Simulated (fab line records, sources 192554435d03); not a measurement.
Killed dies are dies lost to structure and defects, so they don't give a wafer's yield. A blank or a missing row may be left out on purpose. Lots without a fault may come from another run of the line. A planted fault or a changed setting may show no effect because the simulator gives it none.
A struck lot beside a sound one | flow n5_finfet | 39 steps out of a route of 1938
Sound: wafers L791.2, L791.4, L791.5. Struck: wafers L783.1, L783.2, L783.6. The cause comes at the end.
At each step with rows: each side's tool, then ch and its chambers, then its first start. Under that, the readings that differ: sound wafers | struck wafers | difference of the means | sigmas: that difference in standard deviations of wafers without a fault.
alike: readings whose means differ by less than 2 such deviations, and words and numbers that are the same on both sides. not compared: withheld readings, readings that some wafer has no value for, bounds like >300 that may hide the same value, and numbers for which the record gives no deviation and whose values overlap.
The two part at a step that has a row with sigmas, a row that says differs or no value, or rows on one side only. Numbers that don't overlap but have no deviation are shown without sigmas and don't part them. A reading that every wafer of one side lacks parts them only if that side has two wafers or more.

first, 11 steps without rows for these wafers: N5_MOL_CONTACT_COAG_ETCH_106 (etches SOC in N2/H2, target depth 80 nm, overetch 16 nm, time 120 s); N5_MOL_CONTACT_COAG_STRIP_107 (strips in N2/H2); N5_MOL_CONTACT_COAG_STRIP_108 (strips in N2/H2); N5_MOL_CONTACT_COAG_CONTACT_ETCH_14 (etches SiO2 in C4F6/O2, target depth 27.5 nm, overetch 8.5 nm, time 20 s); N5_MOL_CONTACT_COAG_STRIP_109 (strips in C4F6/O2); N5_MOL_CONTACT_COAG_ETCH_15 (etches SiNx in CH3F/O2, stops on Si:P, target depth 7 nm); N5_MOL_CONTACT_COAG_ETCH_110 (etches Si in CF4/O2, target depth 2.5 nm, time 8 s); N5_MOL_CONTACT_COAG_STRIP_98 (strips in N2/H2); N5_MOL_CONTACT_COAG_IMPLANT_129; N5_MOL_CONTACT_COAG_PRECLEAN_111 (cleans in NF3:NH3, afs cycles 1, time 20 s, sublimation time 60 s); N5_MOL_CONTACT_COAG_TI_SIL_19 (material Ti, target thk 4.2 nm, time 15 s).
N5_MOL_CONTACT_COAG_ALD_20: deposits TiN, target thk 1.5 nm, pulse time 1 s, purge time 3 s.
  sound on ald_metal-04 ch 1,3, day 10 14:14; struck on ald_metal-04 ch 0,1, day 8 11:23
  no value came back on the struck wafers for any of 5 readings (ald_cycles, chamber_pressure_Torr (Torr) and others); on the sound wafers ald_cycles reads 68 68 68
then, 25 steps without rows for these wafers: N5_MOL_CONTACT_COAG_SIL_ANNEAL_21 (time 60 s); N5_MOL_CONTACT_COAG_PRE_CLEAN_141 (time 60 s); N5_MOL_CONTACT_COAG_SPUTTER_143 (material Co, target thk 2.5 nm); N5_MOL_CONTACT_COAG_CO_FILL_22 (material Co, precursor CCTBA/H2, target thk 20 nm); N5_MOL_CONTACT_COAG_ANNEAL_113 (time 300 s); N5_MOL_CONTACT_COAG_PRE_CLEAN_142 (time 60 s); N5_MOL_CONTACT_COAG_SPUTTER_130 (material Co, target thk 47.5 nm); N5_MOL_CONTACT_COAG_PRECLEAN_125 (cleans in DIW, time 57.5 s); N5_MOL_CONTACT_COAG_SRD_126 (dry time 32 s); N5_MOL_CONTACT_COAG_CMP_23 (polishes, stops on SiO2, t overpolish 1.5 s, target thk 0 nm); N5_MOL_CONTACT_COAG_WET_ETCH_26 (target Co, target depth 13 nm); N5_MOL_CONTACT_COAG_WET_ETCH_116 (etches the open film in SC1-inhibited, target depth 4.6 nm, rinse time 30 s); N5_MOL_CONTACT_COAG_ALD_27 (deposits SiOC, target thk 17 nm, pulse time 1.5 s, time 2720 s); N5_MOL_CONTACT_COAG_CMP_28 (polishes, stops on SiNx, t overpolish 0.85 s, target thk 14.522 nm); N5_MOL_CONTACT_COAG_ALD_123 (deposits SiNx, target thk 5 nm, pulse time 1 s, purge time 2 s); N5_MOL_CONTACT_COAG_PECVD_31 (deposits SiO2 from TEOS/O2, target thk 46 nm, time 8.9 s); N5_MOL_CONTACT_COAG_COAT_75 (time 60 s, resist thk 60 nm); N5_MOL_CONTACT_COAG_COAT_76 (time 60 s, resist thk 10 nm); N5_MOL_CONTACT_COAG_COAT_77 (time 60 s, resist thk 10 nm); N5_MOL_CONTACT_COAG_COAT_78 (resist thk 40 nm); N5_MOL_CONTACT_COAG_EBR_80; N5_MOL_CONTACT_COAG_SOFTBAKE_79 (time 60 s); N5_MOL_CONTACT_COAG_EXPOSE_81 (exposes mask VG, defocus 0 nm); N5_MOL_CONTACT_COAG_PEB_82 (peb time 60 s); N5_MOL_CONTACT_COAG_DEVELOP_83 (develop time 30 s).
-- the record jumps here: 4 days lie between the struck wafers' starts before and after (it left off in module MOL_CONTACT_COAG and takes up again in module BEOL_M4, whose first step shown is number 1111 of the route) --
N5_BEOL_M4_RC_MEAS_101:
  sound on prober-02 ch 0, day 14 10:56; struck on prober-01 ch 0, day 12 01:20
  reading        | sound             | struck            | difference | sigmas
  DIBL_P (mV/V)  | 33.9 33.6 32.5    | 37.4 37.2 35.8    | +3.5       | +3
  IOFF_P (nA/um) | 0.171 0.177 0.152 | 0.262 0.261 0.229 | +0.084     | +3
  ION_N (uA/um)  | 666 672 661       | 693 685 679       | +19        | +2
  ION_P (uA/um)  | 457 460 452       | 477 477 465       | +17        | +2
  VT_P (mV)      | -254 -252 -256    | -245 -244 -249    | +8         | +2
  alike: DIBL_N, IOFF_N, SS_N, SS_P, VT_N
-- the record jumps here: 4 days lie between the struck wafers' starts before and after (it left off in module BEOL_M4 and takes up again in module PASSIVATION, whose first step shown is number 1936 of the route) --
N5_PASSIVATION_PROBE_49:
  sound on prober-01, day 18 20:26; struck on prober-02, day 16 11:19
  reading                  | sound          | struck         | difference | sigmas
  defect_limited_yield (%) | 91.0 91.4 92.3 | 45.8 45.0 46.6 | -45.8      | -33
  killed_at_contacts       | 7 4 16         | 552 558 562    | +548       | +84
  killed_dies              | 106 101 91     | 640 649 630    | +540       | +34
  killed_on_rim            | 14 15 12       | 95 27 18       | +33        | +8
  sort_bin_5_function (%)  | 5.8 5.4 4.2    | 51.1 50.9 51.4 | +46.0      | +51
  sort_n_pass              | 1074 1079 1089 | 540 531 550    | -540       | -34
  sort_yield_pct (%)       | 91.0 91.4 92.3 | 45.8 45.0 46.6 | -45.8      | -33
  alike: killed_at_M0_to_M3, killed_at_M4_up, killed_at_front_end, killed_at_other, killed_open, killed_short, sort_bin_6_memory

WHERE THEY PART
First at N5_MOL_CONTACT_COAG_ALD_20; last, within this record, at N5_PASSIVATION_PROBE_49.

WHY: what the simulator had put in
Skipped step whole: ald_metal-04, from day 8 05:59 on, at N5_MOL_CONTACT_COAG_ALD_20. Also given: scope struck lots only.
